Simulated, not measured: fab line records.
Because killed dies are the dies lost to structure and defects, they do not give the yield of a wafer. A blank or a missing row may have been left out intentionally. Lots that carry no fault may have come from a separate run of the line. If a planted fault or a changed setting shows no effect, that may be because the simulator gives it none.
The tool behind it: which one?    flow nand_harc    Sampling: 7 lots, 21 wafers, 4 of 1302 route steps

== WHAT THE GAUGES SHOWED, per wafer ==
NHARC_END_SORT_01.
lot   measured      on         killed_at_array
L687  day 29 06:25  prober-02  48 65 127

== WHICH TOOL RAN EACH LOT (tool, then ch and the chambers of the sampled wafers, then the start) ==
lot   NHARC_A_CHANNEL_FILL_D2_ETCHBACK_08  NHARC_THIN_TSV_CMP_01          NHARC_THIN_TSV_ETCH_15
L676  rie_diel-06 ch 0,2,3, day 15 13:24   cmp-03 ch 0,1,2, day 23 19:27  rie_si-05 ch 1,2,3, day 23 21:33
L678  rie_diel-06 ch 1,2, day 16 07:30     cmp-01 ch 1,2, day 24 10:41    rie_si-05 ch 1,2, day 24 12:50
L680  rie_diel-06 ch 0,2, day 17 06:53     cmp-01 ch 0,1, day 25 17:37    rie_si-05 ch 0,3, day 25 19:52
L687  rie_diel-06 ch 0,1, day 19 23:53     cmp-02 ch 1,2,3, day 28 14:37  rie_si-06 ch 0,1,2, day 28 16:41
L692  rie_diel-07 ch 0,1,2, day 21 23:02   cmp-03 ch 0,1,3, day 30 10:10  rie_si-01 ch 0,1,3, day 30 12:25
L694  rie_diel-06 ch 1,2,3, day 23 10:42   cmp-02 ch 0,2, day 31 11:40    rie_si-01 ch 0,3, day 31 13:48
L698  rie_diel-06 ch 1,3, day 24 07:16     cmp-01 ch 0,1,2, day 32 19:54  rie_si-05 ch 0,1,3, day 32 22:09
- NHARC_A_CHANNEL_FILL_D2_ETCHBACK_08: etches the open film in C4F8, target depth 220 nm, time 110 s.
- NHARC_THIN_TSV_CMP_01: polishes.
- NHARC_THIN_TSV_ETCH_15: target depth 3000 nm, bosch target overetch cycles 2, bosch etch step 2.8 s.

== THE ANSWER, worked out from the rows above alone ==
Rule: the lots themselves supply what counts as usual. Put in order of their means at a reading, lots are off if they are a third of the lots or fewer, leave a main group of 4 or more, and stand apart from it by a gap of 3 or more times the standard deviation of the main group's means; of several such gaps the widest counts. The tables above print the reading to a certain number of digits; a main group whose means all agree to those digits is not used. A lot without any number at a reading at which 4 lots or more have one is off too. Where the step has rows for the other lots, those lots are counted as sound.
No lot is off on any of the readings shown, so nothing can be concluded from this.

== WHAT THE SIMULATOR HAD INSERTED ==
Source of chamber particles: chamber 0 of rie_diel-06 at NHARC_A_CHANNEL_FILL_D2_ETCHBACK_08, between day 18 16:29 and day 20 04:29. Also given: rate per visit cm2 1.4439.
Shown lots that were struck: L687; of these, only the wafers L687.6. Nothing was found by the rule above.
